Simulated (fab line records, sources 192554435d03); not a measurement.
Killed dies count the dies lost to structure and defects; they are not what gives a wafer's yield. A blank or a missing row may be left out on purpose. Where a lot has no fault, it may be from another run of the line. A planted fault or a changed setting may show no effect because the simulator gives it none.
A lot that was struck, set against a sound lot / flow n5-finfet / 15 steps out of a route of 1938
Sound: wafers L785.2, L785.3, L785.5. Wafers struck: L781.2, L781.5, L781.6. The cause is given at the end.
Each step with rows lists, per side, the tool, then ch with its chambers, then its first start. Under that, the readings that differ: sound wafers / struck wafers / difference of the means / sigmas: that difference in standard deviations of wafers without a fault.
alike: readings with means less than 2 such deviations apart, plus words and numbers identical on both sides. not compared: withheld readings, readings lacking a value on some wafer, bounds such as >300 that could conceal the same value, and numbers that have no deviation in the record and whose values overlap.
The two part at a step that has a row with sigmas, a row that says differs or no value, or rows on one side only. Numbers that don't overlap but have no deviation are shown without sigmas and don't part them. Lack of a reading on every wafer of one side parts them only where that side has two or more wafers.

first, 1 step without rows for these wafers: N5_BEOL_M5_PRE_CLEAN_45 (time 30 s).
N5_BEOL_M5_ALD_86: deposits TaN, pulse time 2 s, purge time 3 s, co reactant purge time 2 s.
  sound on ald-metal-03 ch 1,2, day 13 19:34; struck on ald-metal-01 ch 1,2, day 11 15:03
  alike: heater-power-w
N5_BEOL_M5_SURFACE_TREAT_87:
  sound on pvd-sputter-03, day 13 19:52; struck on pvd-sputter-02, day 11 15:23
  not compared: throttle-valve-pct
then, 1 step without rows for these wafers: N5_BEOL_M5_CVD_47 (deposits Co from CCTBA/H2, target thk 3 nm, time 216 s).
N5_BEOL_M5_SPUTTER_48: material Cu, target thk 15 nm, time 27.62 s.
  sound on pvd-sputter-01, day 13 20:06; struck on pvd-sputter-02, day 11 16:04
  alike: chamber-pressure-pa, chuck-gas-flow-sccm, substrate-temp-c, throttle-valve-pct
then, 4 steps without rows for these wafers: N5_BEOL_M5_ANNEAL_49 (time 1800 s); N5_BEOL_M5_SPUTTER_81 (material Cu, target thk 15 nm, time 27.62 s); N5_BEOL_M5_ANNEAL_82 (time 1800 s); N5_BEOL_M5_SPUTTER_83 (material Cu, target thk 15 nm, time 27.62 s).
N5_BEOL_M5_ANNEAL_84: time 1800 s.
  sound on pvd-sputter-01, day 13 22:21; struck on pvd-sputter-02, day 11 18:19
  alike: heater-power-w, susceptor_temp_C_max
then, 1 step without rows for these wafers: N5_BEOL_M5_SPUTTER_88 (material Cu, target thk 15 nm, time 27.62 s).
N5_BEOL_M5_ANNEAL_89: time 1800 s.
  sound on pvd-sputter-01, day 13 23:26; struck on pvd-sputter-02, day 11 19:24
  alike: heater-power-w, susceptor_temp_C_max
N5_BEOL_M5_SPUTTER_90: material Cu, target thk 4.5 nm, time 8.29 s.
  sound on pvd-sputter-01, day 14 00:27; struck on pvd-sputter-02, day 11 20:25
  no value came back on the struck wafers for chamber-pressure-pa (Pa), chuck-gas-flow-sccm (sccm), substrate-temp-c (C), throttle-valve-pct (%); on the sound wafers chamber-pressure-pa (Pa) reads 0.06998 0.07007 0.06993
then, 1 step without rows for these wafers: N5_BEOL_M5_ECD_50 (material Cu, target thk 300 nm).
-- the record jumps here: 4 days lie between the struck wafers' starts before and after (it left off in module BEOL_M5 and takes up again in module PASSIVATION, whose first step shown is number 1936 of the route) --
N5_PASSIVATION_PROBE_49:
  sound on prober-01, day 17 19:19; struck on prober-01, day 15 22:53
  alike: defect-limited-yield, killed_at_M0_to_M3, killed_at_M4_up, killed-at-contacts, killed-at-front-end, killed-at-other, killed-dies, killed-open, killed-short, sort_bin_5_function, sort_bin_6_memory, sort_bin_8_speed, sort-n-pass, sort-yield-pct

== WHERE THEY PART ==
Only at N5_BEOL_M5_SPUTTER_90, as far as this record shows. Later steps at which nothing parts them and some readings are alike: N5_PASSIVATION_PROBE_49.

WHY: what the simulator had put in
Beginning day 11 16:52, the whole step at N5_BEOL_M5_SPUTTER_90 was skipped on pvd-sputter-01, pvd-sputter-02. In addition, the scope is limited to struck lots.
